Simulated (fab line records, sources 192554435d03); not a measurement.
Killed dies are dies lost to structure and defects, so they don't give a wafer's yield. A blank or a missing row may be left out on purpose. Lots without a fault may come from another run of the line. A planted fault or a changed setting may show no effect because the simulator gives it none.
Chamber matching | flow n5_finfet | N5_BEOL_M8_CURE_75 on uv_cure-01: 3 sister chambers
The step cures SiCOH lowk, time 120 s. 6 wafers are shown with their chamber, then 10 later ones without.

WAFERS WITH THEIR CHAMBER
wafer  | chamber | wafer_temp_C_max | lamp_power_pct (%)
L080.5 | 1       | 371.8            | 52.33
L080.6 | 1       | 371.7            | 52.23
L089.5 | 2       | 372.5            | 52.24
L089.6 | 2       | 373.1            | 52.38
L088.2 | 0       | 372.6            | 52.25
L088.3 | 0       | 371.6            | 52.30

WAFERS WITHOUT THEIR CHAMBER
wafer  | wafer_temp_C_max | lamp_power_pct (%)
L088.6 | 371.3            | 52.41
L092.1 | 373.2            | 52.29
L092.2 | 372.6            | 52.35
L092.3 | 373.9            | 52.34
L096.1 | 372.0            | 52.28
L096.2 | 372.5            | 52.31
L096.4 | 372.4            | 52.30
L096.3 | 372.8            | 52.26
L096.5 | 372.2            | 52.29
L096.6 | 372.2            | 52.24

WHICH CHAMBER EACH WENT THROUGH
wafer  | from the rows above          | in truth
L088.6 | can't be placed: 1 or 0 or 2 | 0
L092.1 | can't be placed: 2 or 0      | 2
L092.2 | can't be placed: 2 or 0 or 1 | 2
L092.3 | can't be placed: 2 or 0      | 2
L096.1 | can't be placed: 0 or 1 or 2 | 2
L096.2 | can't be placed: 2 or 0 or 1 | 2
L096.4 | can't be placed: 0 or 2 or 1 | 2
L096.3 | can't be placed: 2 or 0 or 1 | 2
L096.5 | can't be placed: 0 or 1 or 2 | 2
L096.6 | can't be placed: 0 or 1 or 2 | 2
Placed correctly: 0 of 10. Can't be placed from these rows: 10 (the true chamber is among the candidates in 10). Placed wrongly: 0.
How it was worked out, from the rows above alone: a wafer's distance from a chamber is the root of the sum, over the readings, of the square of ((its reading less the chamber's mean) divided by the reading's scatter). The wafer belongs to the nearest chamber; if the next one is less than 2 further off, it can't be placed. A chamber's mean is the mean of its shown wafers. The scatter: the root of (the sum of the squares of (reading less its chamber's mean) over the shown wafers, divided by (wafers less chambers)).
